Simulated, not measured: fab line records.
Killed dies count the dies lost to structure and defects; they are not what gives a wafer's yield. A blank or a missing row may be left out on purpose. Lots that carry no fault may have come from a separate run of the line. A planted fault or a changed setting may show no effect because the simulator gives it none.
fab line records	flow n5-finfet
record: lots: 7	wafers: 21
route steps=1938 shown BEOL_M13@1662 BEOL_M14@1722
start-h: hours from the record's opening day to when the first of the lot's shown wafers began	wait-h: hours elapsed since this lot's preceding step	" identical to the entry in the row above	L1.1+2: a row that stands for several wafers	- no value, or no start was given	* or withheld: withheld	< > ~ a bound
route shown NAME@n: a module of which the file shows steps, and the number in the route of the first	usual: the fault-free wafers' mean and standard deviation	same: alike in all rows	chamber/n: place in a boat	sites: readings site by site	_std_site: the standard deviation of these	_edge_site: the outer-site mean with the inner-site mean subtracted	radius-mm: for every site, how far away it sits from the centre of the wafer	mask NAME#n: copy n	behind: the tool/chamber that last shaped the wafer	hold: reason for holding the lot/hours on hold/outcome of the hold	device: names the non-switching transistor (n, p or np)	end of line: at the end of the route, the tests of the same wafers	where a step has no rows: the recipe by itself	killed: not the wafer's yield, but the dies lost to structure and defects at the first sort	map: the dies of a wafer, with x for killed, . for not killed, _ for no die there
set.NAME: the setting that was run; set.NAME@STEP: the one run at that earlier step	model.NAME: the simulator's own value behind a step, which no gauge read
lots with deliberately changed settings; one table per step, one row per wafer
== steps ==
step: N5_BEOL_M13_COAT_04
recipe: spin-rpm: 1625	resist-thk-nm: 400
lot.wafer	tool	chamber	start-h	wait-h	set.spin-rpm	model.coat_of_BEOL_M13_COAT_04.thk-nm
L074.1	litho-track-03	0	-	-	1625	400.2
L074.3	"	0	"	"	1509	415.6
L074.5	"	0	"	"	1509	414.6
L075.3	litho-track-02	0	-	-	1455	421.6
L075.4	"	0	"	"	1625	398.8
L075.5	"	0	"	"	1455	422.6
L082.2	litho-track-02	0	-	-	1625	399.6
L082.3	"	0	"	"	1625	397.8
L082.4	"	0	"	"	1625	399.2
L090.2	litho-track-02	0	-	-	1625	399.6
L090.3	"	0	"	"	1625	400
L090.4	"	0	"	"	1625	400.6
L087.1	litho-track-01	0	-	-	1625	401.4
L087.4	"	0	"	"	1625	401.2
L087.5	"	0	"	"	1625	400.6
L094.3	litho-track-01	0	-	-	1625	400.8
L094.4	"	0	"	"	1625	400.6
L094.5	"	0	"	"	1625	399
L097.1+2	litho-track-03	0	-	-	1551	410
L097.4	"	0	"	"	1625	401
step: N5_BEOL_M13_EBR_06
recipe: solvent: PGMEA	ebr-width-mm: 1.5
step: N5_BEOL_M13_SOFTBAKE_05
recipe: temp-c: 130	time-s: 60
step: N5_BEOL_M13_DESCUM_15
recipe: chemistry: O2	time-s: 7.9	source-power-w: 50	bias-power-w: 20	pressure-mtorr: 20	rf-frequency-hz: 2.712e+07	temp-c: 40	o2-flow-sccm: 225
lot.wafer	tool	chamber	start-h	wait-h	set.spin-rpm@BEOL_M13_COAT_04	model.coat_of_BEOL_M13_COAT_04.thk-nm
L074.1	rie-diel-06	1	262.67	0.3	1625	382
L074.3	"	3	"	"	1509	397.6
L074.5	"	1	"	"	1509	396.4
L075.3	rie-diel-03	2	262.77	0.1	1455	403.4
L075.4	"	3	"	"	1625	380.8
L075.5	"	0	"	"	1455	404.4
L082.2	rie-diel-03	0	295.85	0.0	1625	381.4
L082.3	"	3	"	"	1625	379.6
L082.4	"	2	"	"	1625	381
L090.2	rie-diel-04	0	334.30	0.1	1625	381.4
L090.3	"	2	"	"	1625	381.8
L090.4	"	2	"	"	1625	382.4
L087.1+4	rie-diel-06	2,1	340.57	0.4	1625	383.2
L087.5	"	3	"	"	1625	382.6
L094.3	rie-diel-04	0	373.54	0.0	1625	382.8
L094.4	"	1	"	"	1625	382.6
L094.5	"	2	"	"	1625	380.8
L097.1	rie-diel-03	3	396.20	0.0	1551	392
L097.2	"	0	"	"	1551	391.8
L097.4	"	2	"	"	1625	382.8
step: N5_BEOL_M13_ETCH_59
recipe: chemistry: N2/H2	target: BARC	target-depth-a: 890	overetch-a: 267	time-s: 67.9	ion-energy-ev: 200	pressure-mtorr: 30	source-w: 840	bias-w: 150	n2-flow-sccm: 200	h2-flow-sccm: 200
lot.wafer	tool	chamber	start-h	wait-h	set.spin-rpm@BEOL_M13_COAT_04	model.coat_of_BEOL_M13_COAT_04.thk-nm
L074.1	rie-diel-06	1	262.71	0.0	1625	321.2
L074.3+5	"	3,1	"	"	1509	335.4
L075.3	rie-diel-03	2	262.81	0.0	1455	337.4
L075.4	"	3	"	"	1625	320.2
L075.5	"	0	"	"	1455	339.4
L082.2	rie-diel-03	0	295.88	0.0	1625	316
L082.3	"	3	"	"	1625	318
L082.4	"	2	"	"	1625	314
L090.2	rie-diel-04	0	334.33	0.0	1625	319.2
L090.3	"	2	"	"	1625	316.4
L090.4	"	2	"	"	1625	316.6
L087.1	rie-diel-06	2	340.61	0.0	1625	317.8
L087.4	"	1	"	"	1625	323.4
L087.5	"	3	"	"	1625	321.4
L094.3	rie-diel-04	0	373.58	0.0	1625	320.8
L094.4	"	1	"	"	1625	320
L094.5	"	2	"	"	1625	314.6
L097.1	rie-diel-03	3	396.23	0.0	1551	329.2
L097.2	"	0	"	"	1551	325.6
L097.4	"	2	"	"	1625	315.8
step: N5_BEOL_M13_VIA_ETCH_16
recipe: chemistry: C4F8/O2/Ar	target: SiOC	pressure-mtorr: 30	source-w: 3000	bias-w: 700	Ar_flow_sccm: 400	C4F8_flow_sccm: 15	O2_flow_sccm: 8	he-inner-torr: 15	he-outer-torr: 30	target-depth-a: 9217	time-s: withheld	ion-energy-ev: 250	ends: cleared
lot.wafer	tool	chamber	start-h	wait-h	set.time-s@BEOL_M13_ILD_DEP_00	model.etch.depth-nm	model.coat_of_BEOL_M13_COAT_04.thk-nm
L074.1	rie-diel-06	1	262.76	0.0	*	830.9	76.2
L074.3	"	3	"	"	*	836.6	88.6
L074.5	"	1	"	"	*	925.6	62.4
L075.3	rie-diel-03	2	262.86	0.0	*	842	89
L075.4	"	3	"	"	*	839.6	72.6
L075.5	"	0	"	"	*	789.5	106.6
L082.2	rie-diel-03	0	295.93	0.0	*	820.4	74
L082.3	"	3	"	"	*	766.3	91.8
L082.4	"	2	"	"	*	833.7	68.2
L090.2	rie-diel-04	0	334.38	0.0	*	940.6	41.8
L090.3	"	2	"	"	*	839.9	68.6
L090.4	"	2	"	"	*	842.3	68.2
L087.1	rie-diel-06	2	340.66	0.0	*	873.6	60
L087.4	"	1	"	"	*	900.7	57.6
L087.5	"	3	"	"	*	843.2	72.6
L094.3	rie-diel-04	0	373.63	0.0	*	839	73.4
L094.4	"	1	"	"	*	855.4	67.6
L094.5	"	2	"	"	*	855.7	62.2
L097.1	rie-diel-03	3	396.28	0.0	*	840.4	81.4
L097.2	"	0	"	"	*	801.6	89.2
L097.4	"	2	"	"	*	809.5	77
step: N5_BEOL_M13_STRIP_63
recipe: chemistry: N2/H2	power-w: 1000	temp-c: 250	h2-frac: 0.65	overash-fraction: 0.3	pressure-mtorr: 1000	n2-flow-sccm: 1750	h2-flow-sccm: 3250
usual: strip-time-to-endpoint-s: 27.9/1.2
lot.wafer	tool	chamber	start-h	wait-h	set.time-s@BEOL_M13_ILD_DEP_00	strip-time-to-endpoint-s
L074.1	plasma-asher-01	1	262.99	-	166.4	29.5
L074.3	"	0	"	"	166.4	33.0
L074.5	"	0	"	"	183.9	25.4
L075.3	plasma-asher-01	0	263.13	-	166.4	33.1
L075.4	"	1	"	"	166.4	28.4
L075.5	"	0	"	"	153.9	38.0
L082.2	plasma-asher-02	0	296.17	-	166.4	28.9
L082.3	"	1	"	"	152.3	33.9
L082.4	"	0	"	"	166.4	27.1
L090.2	plasma-asher-01	1	334.62	-	188.9	19.0
L090.3	"	1	"	"	166.4	27.3
L090.4	"	0	"	"	166.4	27.1
L087.1	plasma-asher-02	1	340.89	-	178.2	24.7
L087.4	"	0	"	"	178.2	24.0
L087.5	"	1	"	"	166.4	28.5
L094.3	plasma-asher-02	1	373.89	-	166.4	28.6
L094.4	"	0	"	"	166.4	27.0
L094.5	"	1	"	"	166.4	25.4
L097.1	plasma-asher-01	0	396.54	-	166.4	31.0
L097.2	"	1	"	"	157.6	33.2
L097.4	"	0	"	"	157.6	29.7
step: N5_BEOL_M13_STRIP_64
recipe: chemistry: N2/H2	power-w: 1000	temp-c: 250	h2-frac: 0.65	overash-fraction: 0.3	pressure-mtorr: withheld	n2-flow-sccm: 1750	h2-flow-sccm: 3250
step: N5_BEOL_M13_STRIP_71
recipe: chemistry: post-etch-residue-remover	time-s: 60	temp-c: 25	remover-ph: withheld	remover-water-wt-pct: withheld	remover-fluoride-wt-pct: withheld
step: N5_BEOL_M13_STRIP_37
recipe: chemistry: N2/H2	power-w: 1000	temp-c: 250	h2-frac: 0.65	overash-fraction: 0.3	pressure-mtorr: withheld	n2-flow-sccm: 1750	h2-flow-sccm: 3250
step: N5_BEOL_M13_ETCH_38
recipe: chemistry: CF4/N2	target: SiCN	target-depth-a: 675	taper-deg: 2	time-s: 71.9	ion-energy-ev: 150	mask-material: SiO2	pressure-mtorr: 40	source-w: 430	bias-w: 70	Ar_flow_sccm: 100	cf4-flow-sccm: 60	n2-flow-sccm: 60
lot.wafer	tool	chamber	start-h	wait-h	set.time-s@BEOL_M13_ILD_DEP_00	model.SiOC_of_BEOL_M13_ILD_DEP_00.thk-nm
L074.1	rie-diel-03	3	267.36	-	166.4	785
L074.3	"	1	"	"	166.4	792.2
L074.5	"	1	"	"	183.9	881
L075.3	rie-diel-06	2	267.66	-	166.4	792.6
L075.4	"	0	"	"	166.4	790.6
L075.5	"	2	"	"	153.9	739.4
L082.2	rie-diel-04	3	297.93	-	166.4	773.4
L082.3	"	1	"	"	152.3	720
L082.4	"	2	"	"	166.4	784
L090.2	rie-diel-03	3	337.23	-	188.9	894.6
L090.3	"	1	"	"	166.4	795
L090.4	"	0	"	"	166.4	792.6
L087.1	rie-diel-06	2	342.88	-	178.2	823.8
L087.4	"	1	"	"	178.2	855.8
L087.5	"	2	"	"	166.4	794.4
L094.3	rie-diel-03	2	375.49	-	166.4	789.4
L094.4	"	1	"	"	166.4	810.2
L094.5	"	2	"	"	166.4	805.8
L097.1	rie-diel-06	1	398.58	-	166.4	795.8
L097.2	"	2	"	"	157.6	751.6
L097.4	"	0	"	"	157.6	758.8
step: N5_BEOL_M14_EXPOSE_07
recipe: mask-id: V13	na: 0.8	source-shape: annular	sigma-inner: 0.5	sigma-outer: 0.8	polarization: unpolarized	attpsm-phase-deg: 180	dose-mj: 57
lot.wafer	tool	chamber	start-h	wait-h	mask	set.dose-mj
L074.1	krf-scanner-01	0	269.35	-	V13#0	55.65
L074.3+5	"	0	"	"	V13#0	57
L075.3+4+5	krf-scanner-02	0	269.79	-	V13#0	57
L082.2+3+4	krf-scanner-01	0	301.24	-	V13#0	57
L090.2+3+4	krf-scanner-02	0	339.47	-	V13#0	57
L087.1+4+5	krf-scanner-02	0	345.00	-	V13#0	57
L094.3+4+5	krf-scanner-01	0	377.86	-	V13#0	57
L097.1+2	krf-scanner-02	0	400.63	-	V13#0	60.5
L097.4	"	0	"	"	V13#0	57
step: N5_BEOL_M14_PEB_08
recipe: peb-temp-c: 130	peb-time-s: 90
lot.wafer	tool	chamber	start-h	wait-h	set.peb-temp-c
L074.1+3+5	litho-track-04	0	269.41	0.1	130
L075.3	litho-track-03	0	269.84	0.0	131.7
L075.4+5	"	0	"	"	130
L082.2+4	litho-track-04	0	301.29	0.0	132.6
L082.3	"	0	"	"	130
L090.2+3+4	litho-track-04	0	339.53	0.0	130
L087.1+5	litho-track-04	0	345.06	0.1	130
L087.4	"	0	"	"	126.5
L094.3+4+5	litho-track-05	0	377.91	0.0	130
L097.1+2	litho-track-04	0	400.69	0.1	130
L097.4	"	0	"	"	131.9
step: N5_BEOL_M14_DEVELOP_09
recipe: develop-time-s: 45	rinse-liquid: diw	dry: air-spin	dev-temp-c: 21
step: N5_BEOL_M14_HARDBAKE_14
recipe: temp-c: 130	time-s: 120
step: N5_BEOL_M14_CD_MEAS_10
recipe: target-cd-nm: 250	landing-energy-ev: 500	detector: se-inlens	polarity: opening
usual: cd-nm: 250.1/1.7
lot.wafer	tool	chamber	start-h	wait-h	set.dose-mj@BEOL_M14_EXPOSE_07	set.peb-temp-c@BEOL_M14_PEB_08	cd-nm
L074.1	cd-sem-02	0	269.53	-	55.65	130	244.6
L074.3	"	0	"	"	57	130	248.9
L074.5	"	0	"	"	57	130	248.4
L075.3	cd-sem-01	0	269.96	-	57	131.7	256.2
L075.4	"	0	"	"	57	130	250.3
L075.5	"	0	"	"	57	130	249.3
L082.2	cd-sem-03	0	301.41	-	57	132.6	260.4
L082.3	"	0	"	"	57	130	247.2
L082.4	"	0	"	"	57	132.6	259.2
L090.2	cd-sem-03	0	339.64	-	57	130	249.1
L090.3	"	0	"	"	57	130	249.5
L090.4	"	0	"	"	57	130	249.8
L087.1	cd-sem-03	0	345.18	-	57	130	250.2
L087.4	"	0	"	"	57	126.5	232.0
L087.5	"	0	"	"	57	130	250.6
L094.3	cd-sem-02	0	378.03	-	57	130	249.1
L094.4	"	0	"	"	57	130	250.6
L094.5	"	0	"	"	57	130	251.7
L097.1	cd-sem-02	0	400.81	-	60.5	130	261.4
L097.2	"	0	"	"	60.5	130	260.5
L097.4	"	0	"	"	57	131.9	259.0
step: N5_BEOL_M14_STRIP_71
recipe: chemistry: post-etch-residue-remover	time-s: 60	temp-c: 25	remover-ph: withheld	remover-water-wt-pct: withheld	remover-fluoride-wt-pct: withheld
step: N5_BEOL_M14_SRD_72
recipe: time-s: 30	temp-c: 23	rinse-liquid: diw	dry: n2-spin	spin-rpm: 1500	dry-time-s: 30
step: N5_BEOL_M14_CD_MEAS_17
recipe: target-cd-nm: 250	polarity: opening
usual: cd-nm: 250.3/1.9
lot.wafer	tool	chamber	start-h	wait-h	set.peb-temp-c@BEOL_M14_PEB_08	cd-nm
L074.1	cd-sem-02	-	270.09	0.0	130	246.2
L074.3	"	-	"	"	130	248.3
L074.5	"	-	"	"	130	248.2
L075.3	cd-sem-02	-	270.48	0.0	131.7	257.1
L075.4	"	-	"	"	130	252.6
L075.5	"	-	"	"	130	249.8
L082.2	cd-sem-03	-	302.06	0.0	132.6	259.7
L082.3	"	-	"	"	130	248.0
L082.4	"	-	"	"	132.6	259.9
L090.2	cd-sem-02	-	340.79	0.0	130	247.9
L090.3	"	-	"	"	130	249.9
L090.4	"	-	"	"	130	248.6
L087.1	cd-sem-02	-	345.70	0.0	130	251.9
L087.4	"	-	"	"	126.5	232.9
L087.5	"	-	"	"	130	249.3
L094.3	cd-sem-02	-	378.55	0.0	130	250.1
L094.4	"	-	"	"	130	252.9
L094.5	"	-	"	"	130	252.7
L097.1	cd-sem-01	-	401.33	0.0	130	262.5
L097.2	"	-	"	"	130	261.5
L097.4	"	-	"	"	131.9	259.6
step: N5_BEOL_M14_TRENCH_ETCH_34
recipe: chemistry: C4F8/O2/Ar	target: SiO2	target-depth-a: 5566.5	mask-material: SOC	he-inner-torr: 15	he-outer-torr: 30	time-s: 126.9	ion-energy-ev: 800	pressure-mtorr: 20	source-w: 1905	bias-w: 2040	Ar_flow_sccm: 400	C4F8_flow_sccm: 16	O2_flow_sccm: 12
lot.wafer	tool	chamber	start-h	wait-h	set.time-s	model.etch.depth-nm
L074.1	rie-diel-01	1	270.96	0.0	126.9	574.6
L074.3	"	3	"	"	111.7	497.8
L074.5	"	0	"	"	126.9	534
L075.3	rie-diel-02	0	271.46	0.0	126.9	547.6
L075.4	"	2	"	"	126.9	564.9
L075.5	"	1	"	"	151.3	670.2
L082.2	rie-diel-05	2	302.93	0.0	126.9	537.1
L082.3	"	0	"	"	126.9	556
L082.4	"	2	"	"	126.9	539.5
L090.2	rie-diel-05	3	341.79	0.0	113.2	506.5
L090.3	"	1	"	"	126.9	564.1
L090.4	"	0	"	"	126.9	561
L087.1	rie-diel-02	0	346.70	0.0	126.9	546.4
L087.4	"	1	"	"	111.8	486.4
L087.5	"	3	"	"	111.8	505.8
L094.3	rie-diel-02	0	379.42	0.0	126.9	542
L094.4	"	1	"	"	126.9	549.8
L094.5	"	3	"	"	126.9	569.9
L097.1	rie-diel-01	1	403.59	0.0	126.9	568.8
L097.2	"	2	"	"	105.5	463.7
L097.4	"	3	"	"	126.9	572.1
step: N5_BEOL_M14_STRIP_70
recipe: chemistry: C4F8/O2/Ar	resist: SiARC	rf-frequency-hz: 6e+07
step: N5_BEOL_M14_OCD_MEAS_35
usual: trench-depth-nm: 557/13
lot.wafer	tool	chamber	start-h	wait-h	set.time-s@BEOL_M14_TRENCH_ETCH_34	trench-depth-nm
L074.1	ocd-02	-	271.12	0.0	126.9	575
L074.3	"	-	"	"	111.7	498
L074.5	"	-	"	"	126.9	534
L075.3	ocd-02	-	271.61	0.0	126.9	547
L075.4	"	-	"	"	126.9	565
L075.5	"	-	"	"	151.3	670
L082.2	ocd-02	-	303.09	0.0	126.9	537
L082.3	"	-	"	"	126.9	556
L082.4	"	-	"	"	126.9	539
L090.2	ocd-01	-	341.94	0.0	113.2	507
L090.3	"	-	"	"	126.9	565
L090.4	"	-	"	"	126.9	561
L087.1	ocd-01	-	346.85	0.0	126.9	547
L087.4	"	-	"	"	111.8	487
L087.5	"	-	"	"	111.8	506
L094.3	ocd-02	-	379.58	0.0	126.9	542
L094.4	"	-	"	"	126.9	550
L094.5	"	-	"	"	126.9	570
L097.1	ocd-02	-	403.75	0.0	126.9	568
L097.2	"	-	"	"	105.5	464
L097.4	"	-	"	"	126.9	571
step: N5_BEOL_M14_STRIP_37
recipe: chemistry: O2	power-w: 600	temp-c: 60	pressure-mtorr: 30	rf-frequency-hz: 6e+07	bias-power-w: 0	overash-fraction: 0.3	o2-flow-sccm: 225
step: N5_BEOL_M14_ETCH_38
recipe: chemistry: CF4/N2	target: SiCN	target-depth-a: 1065	taper-deg: 2	time-s: 120.6	ion-energy-ev: 150	mask-material: SiO2	pressure-mtorr: 40	source-w: 430	bias-w: 70	Ar_flow_sccm: 100	cf4-flow-sccm: 60	n2-flow-sccm: 60
step: N5_BEOL_M14_ECD_47
recipe: material: Cu	target-thk-a: 12480
step: N5_BEOL_M14_ANNEAL_48
recipe: temp-c: 225	time-s: 90	ambient: N2
step: N5_BEOL_M14_CMP_49
recipe: stop-on: SiO2	t-overpolish-s: 5.2	down-force-psi: 2	platen-rpm: 80	clearing-platen-down-force-psi: 2	clearing-platen-rpm: 80	post-cmp-clean: cu-alkaline	target-thk-nm: 560	clearing-platen-pad-velocity-m-s: 1.5917	pad-velocity-m-s: 1.5917
lot.wafer	tool	chamber	start-h	wait-h	set.time-s@BEOL_M14_TRENCH_ETCH_34	model.Cu_of_BEOL_M14_ECD_47.thk-nm
L074.1	cmp-02	1	272.47	0.3	126.9	578.8
L074.3	"	3	"	"	111.7	501.4
L074.5	"	0	"	"	126.9	538.8
L075.4	cmp-01	3	273.24	0.1	126.9	569.6
L075.3	"	0	"	"	126.9	551.6
L075.5	"	0	"	"	151.3	676
L082.4	cmp-01	2	305.69	0.2	126.9	542.2
L082.3	"	3	"	"	126.9	561.4
L082.2	"	0	"	"	126.9	542
L090.4	cmp-02	2	344.10	0.1	126.9	564
L090.2	"	3	"	"	113.2	508.8
L090.3	"	1	"	"	126.9	566.4
L087.4	cmp-02	1	349.15	0.2	111.8	489.6
L087.1	"	3	"	"	126.9	549.2
L087.5	"	0	"	"	111.8	510.8
L094.3	cmp-04	0	381.76	0.2	126.9	545.6
L094.4	"	2	"	"	126.9	555.4
L094.5	"	1	"	"	126.9	575.8
L097.1	cmp-02	1	406.09	0.3	126.9	572.4
L097.2	"	2	"	"	105.5	467.8
L097.4	"	3	"	"	126.9	576.4
step: N5_BEOL_M14_THK_MEAS_50
recipe: thk-meas-gauge: xrf	reads: Cu_of_BEOL_M14_ECD_47
usual: M14_THK: 571/14
lot.wafer	tool	chamber	start-h	wait-h	set.time-s@BEOL_M14_TRENCH_ETCH_34	M14_THK[nm]
L074.1	film-metro-02	-	272.73	-	126.9	589
L074.3	"	-	"	"	111.7	510
L074.5	"	-	"	"	126.9	552
L075.3	film-metro-02	-	273.54	-	126.9	566
L075.4	"	-	"	"	126.9	585
L075.5	"	-	"	"	151.3	699
L082.2	film-metro-01	-	305.95	-	126.9	546
L082.3	"	-	"	"	126.9	569
L082.4	"	-	"	"	126.9	547
L090.2	film-metro-02	-	344.40	-	113.2	520
L090.3	"	-	"	"	126.9	584
L090.4	"	-	"	"	126.9	579
L087.1	film-metro-02	-	349.50	-	126.9	557
L087.4	"	-	"	"	111.8	495
L087.5	"	-	"	"	111.8	520
L094.3	film-metro-02	-	382.06	-	126.9	557
L094.4	"	-	"	"	126.9	570
L094.5	"	-	"	"	126.9	591
L097.1	film-metro-01	-	406.34	-	126.9	586
L097.2	"	-	"	"	105.5	476
L097.4	"	-	"	"	126.9	589
step: N5_BEOL_M14_PRE_CLEAN_52
recipe: gas: NH3	time-s: 15	temp-c: withheld	rf-power-w: 300
step: N5_BEOL_M14_DEP_53
recipe: material: SiCN	target-thk-a: 500	temp-c: withheld	precursor: 3MS/NH3	pressure-torr: 3	rf-w: 675	time-s: 17.8
step: N5_BEOL_M14_RS_MEAS_54
recipe: thk-meas-gauge: four-point-probe	reads: Cu_of_BEOL_M14_ECD_47+Ta_of_BEOL_M14_SPUTTER_44+TaN_of_BEOL_M14_SPUTTER_43
usual: M14_RS: 0.0332/0.00081
lot.wafer	tool	chamber	start-h	wait-h	set.time-s@BEOL_M14_TRENCH_ETCH_34	M14_RS[ohm/sq]
L074.1	film-metro-02	-	272.86	0.0	126.9	0.0321
L074.3	"	-	"	"	111.7	0.0372
L074.5	"	-	"	"	126.9	0.0346
L075.3	film-metro-01	-	273.67	0.1	126.9	0.0337
L075.4	"	-	"	"	126.9	0.0326
L075.5	"	-	"	"	151.3	0.0274
L082.2	film-metro-01	-	306.08	0.1	126.9	0.0343
L082.3	"	-	"	"	126.9	0.0331
L082.4	"	-	"	"	126.9	0.0343
L090.2	film-metro-01	-	344.52	0.1	113.2	0.0366
L090.3	"	-	"	"	126.9	0.0329
L090.4	"	-	"	"	126.9	0.0330
L087.1	film-metro-02	-	349.63	0.0	126.9	0.0338
L087.4	"	-	"	"	111.8	0.0381
L087.5	"	-	"	"	111.8	0.0365
L094.3	film-metro-02	-	382.22	0.1	126.9	0.0341
L094.4	"	-	"	"	126.9	0.0335
L094.5	"	-	"	"	126.9	0.0323
L097.1	film-metro-01	-	406.47	0.0	126.9	0.0325
L097.2	"	-	"	"	105.5	0.0399
L097.4	"	-	"	"	126.9	0.0322
== key ==
split: step: N5_BEOL_M13_COAT_04	setting: spin-rpm	stated: 1625	by: wafer
response: step: N5_BEOL_M13_COAT_04	reading: model.coat_of_BEOL_M13_COAT_04.thk-nm	change: -2.16	per: 1%	r: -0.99
response: step: N5_BEOL_M13_DESCUM_15	reading: model.coat_of_BEOL_M13_COAT_04.thk-nm	change: -2.15	per: 1%	r: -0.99
response: step: N5_BEOL_M13_ETCH_59	reading: model.coat_of_BEOL_M13_COAT_04.thk-nm	change: -1.9	per: 1%	r: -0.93
split: step: N5_BEOL_M14_EXPOSE_07	setting: dose-mj	stated: 57	by: wafer
response: step: N5_BEOL_M14_CD_MEAS_10	reading: cd-nm	slope: +1.82	per: 1%	together-with: peb-temp-c@BEOL_M14_PEB_08	explained: 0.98
split: step: N5_BEOL_M14_PEB_08	setting: peb-temp-c	stated: 130	by: wafer
response: step: N5_BEOL_M14_CD_MEAS_10	reading: cd-nm	change: +5.31	per: 1%	r: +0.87
response: step: N5_BEOL_M14_CD_MEAS_17	reading: cd-nm	change: +5	per: 1%	r: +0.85
split: step: N5_BEOL_M14_TRENCH_ETCH_34	setting: time-s	stated: 126.9	by: wafer
response: step: N5_BEOL_M14_TRENCH_ETCH_34	reading: model.etch.depth-nm	change: +5.56	per: 1%	r: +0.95
response: step: N5_BEOL_M14_OCD_MEAS_35	reading: trench-depth-nm	change: +5.55	per: 1%	r: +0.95
response: step: N5_BEOL_M14_CMP_49	reading: model.Cu_of_BEOL_M14_ECD_47.thk-nm	change: +5.58	per: 1%	r: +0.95
response: step: N5_BEOL_M14_THK_MEAS_50	reading: M14_THK	change: +5.9	per: 1%	r: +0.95
response: step: N5_BEOL_M14_RS_MEAS_54	reading: M14_RS	change: -0.000346	per: 1%	r: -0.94
split outside-this-file step=N5_BEOL_M13_ILD_DEP_00 setting=time-s
split outside-this-file: this setting was split too, and the file shows its column; the key of that split is in another file
